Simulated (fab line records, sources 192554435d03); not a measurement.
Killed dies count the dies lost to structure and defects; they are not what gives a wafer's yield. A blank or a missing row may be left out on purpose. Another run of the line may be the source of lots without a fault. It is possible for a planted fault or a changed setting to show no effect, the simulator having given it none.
Code-filled problem report in 8D (eight disciplines) form / flow n5 finfet / the parts of the form that need people (team, actions taken, sign-off) are left out

## 1. PROBLEM STATEMENT
VT_P_LONG at N5_BEOL_M4_RC_MEAS_101 reads a mean of -311.5 mV on 6 wafers of 2 lots; wafers without a fault read -277.1 mV with a standard deviation of 2.6. That puts it -13 standard deviations away from the usual mean.
First seen on wafer L334.4, day 10 18:41, on prober-01. The record has a number at this step for 25 wafers belonging to 9 lots. By rule, "out" or "out of limits" means more than 4 standard deviations away from the usual mean. All remaining wafers that have a number are taken as sound.

## 2. WHAT IT IS AND WHAT IT IS NOT
question=which readings at this step | is=VT_P_LONG, IOFF_N_LONG, ION_P, SS_P, VT_N_LONG, VT_P, VT_P_LVT | is not=DIBL_N, DIBL_P, IOFF_N, IOFF_P
question=which lots | is=L333, L334 | is not=L323, L326, L341, L342, L344, L345, L346
question=which wafers of those lots | is=all that have a number | is not=-
question=read on which gauges | is=prober-01, prober-02 | is not=-
question=when | is=from day 10 18:41 | is not=up to then (6 sound wafers); but 13 sound wafers of L341, L342, L344, L345, L346 came after

## 3. WHAT RULES OUT EACH SUSPECT
Counting: a tool at a process step up to the reading stays a suspect if it ran every lot that is out and no sound lot after the first of them.
- the gauge at N5_BEOL_M4_RC_MEAS_101 is ruled out. The wafers that are out were read on 2 gauges (prober-01, prober-02).
- rie diel-06 at N5_MOL_CONTACT_COAG_STRIP_72 (strips in N2/H2): kept. It ran every lot that is out, first L333 (day 7 17:49), and no sound lot after that.
- hp anneal-01 at N5_MOL_CONTACT_COAG_ANNEAL_112 (time 1800 s): ruled out as a lasting fault. The sound lots L341, L342, L344, L345, L346 went through it after L333, its earliest lot that is out (day 7 20:55).
Remaining after the count: rie diel-06 at N5_MOL_CONTACT_COAG_STRIP_72.

## 4. THE CAUSE (what the simulator had put in)
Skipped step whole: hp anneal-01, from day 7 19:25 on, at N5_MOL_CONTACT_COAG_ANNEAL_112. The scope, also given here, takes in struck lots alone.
The count ruled it out by mistake, since the rule takes a fault to strike every lot its tool runs from the start of the fault on, and this one did not do so.

## 5. THE EFFECT CHAIN, in route order
Rows list readings where the struck wafers' mean (over those with a number) sits beyond 3 standard deviations from the usual. Readings are gone through only where the record gives a usual standard deviation; hours: the median, over the lots, of the time from a lot's start at the first step in this table giving one to that lot's start at this step; sigmas: the change measured in usual standard deviations.
hours=0; step=N5_BEOL_M4_RC_MEAS_101; reading=IOFF_N_LONG; usual=5.47e-05 nA/um; on struck wafers=7.55e-05; change=+2.08e-05; sigmas=+11
hours=0; step=N5_BEOL_M4_RC_MEAS_101; reading=IOFF_P_LONG; usual=0.000101 nA/um; on struck wafers=0.000138; change=+0.000037; sigmas=+4.7
hours=0; step=N5_BEOL_M4_RC_MEAS_101; reading=ION_N; usual=674 uA/um; on struck wafers=624; change=-50; sigmas=-3.6
hours=0; step=N5_BEOL_M4_RC_MEAS_101; reading=ION_P; usual=459 uA/um; on struck wafers=386; change=-73; sigmas=-8.0
hours=0; step=N5_BEOL_M4_RC_MEAS_101; reading=SS_N; usual=72.1 mV/dec; on struck wafers=75.9; change=+3.8; sigmas=+4.2
hours=0; step=N5_BEOL_M4_RC_MEAS_101; reading=SS_P; usual=73.4 mV/dec; on struck wafers=80.9; change=+7.5; sigmas=+8.4
hours=0; step=N5_BEOL_M4_RC_MEAS_101; reading=VT_N; usual=250 mV; on struck wafers=266; change=+16; sigmas=+4.1
hours=0; step=N5_BEOL_M4_RC_MEAS_101; reading=VT_N_LONG; usual=275.4 mV; on struck wafers=293.6; change=+18.2; sigmas=+11
hours=0; step=N5_BEOL_M4_RC_MEAS_101; reading=VT_N_LVT; usual=98 mV; on struck wafers=114; change=+16; sigmas=+4.2
hours=0; step=N5_BEOL_M4_RC_MEAS_101; reading=VT_P; usual=-251 mV; on struck wafers=-286; change=-35; sigmas=-9.5
hours=0; step=N5_BEOL_M4_RC_MEAS_101; reading=VT_P_LONG; usual=-277.1 mV; on struck wafers=-311.5; change=-34.4; sigmas=-13
hours=0; step=N5_BEOL_M4_RC_MEAS_101; reading=VT_P_LVT; usual=-99 mV; on struck wafers=-134; change=-35; sigmas=-11
hours=106; step=N5_PASSIVATION_PROBE_49; reading=sort_bin_8_speed; usual=0.2 %; on struck wafers=91.0; change=+90.8; sigmas=+45
hours=106; step=N5_PASSIVATION_PROBE_49; reading=sort n pass; usual=1077; on struck wafers=0; change=-1077; sigmas=-37
hours=106; step=N5_PASSIVATION_PROBE_49; reading=sort yield pct; usual=91.2 %; on struck wafers=0.0; change=-91.2; sigmas=-36
The process steps in it:
- N5_PASSIVATION_PROBE_49
Readings that are blank on the struck wafers while sound wafers have them: pressure atm at N5_MOL_CONTACT_COAG_ANNEAL_112; spike tc bottom C at N5_MOL_CONTACT_COAG_ANNEAL_112; spike tc upper C at N5_MOL_CONTACT_COAG_ANNEAL_112; wafer_temp_C_max at N5_MOL_CONTACT_COAG_ANNEAL_112.

## 6. WHAT WOULD HAVE CAUGHT IT SOONER
71 hours passed between the start of the fault at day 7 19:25 and the first reading out of limits at a measuring or inspecting step in this record, taken at day 10 18:41.
At N5_MOL_CONTACT_COAG_ANNEAL_112 the tool's readings are blank on the struck wafers, where sound wafers have them: an empty tool record is the first sign, and it was there at once.
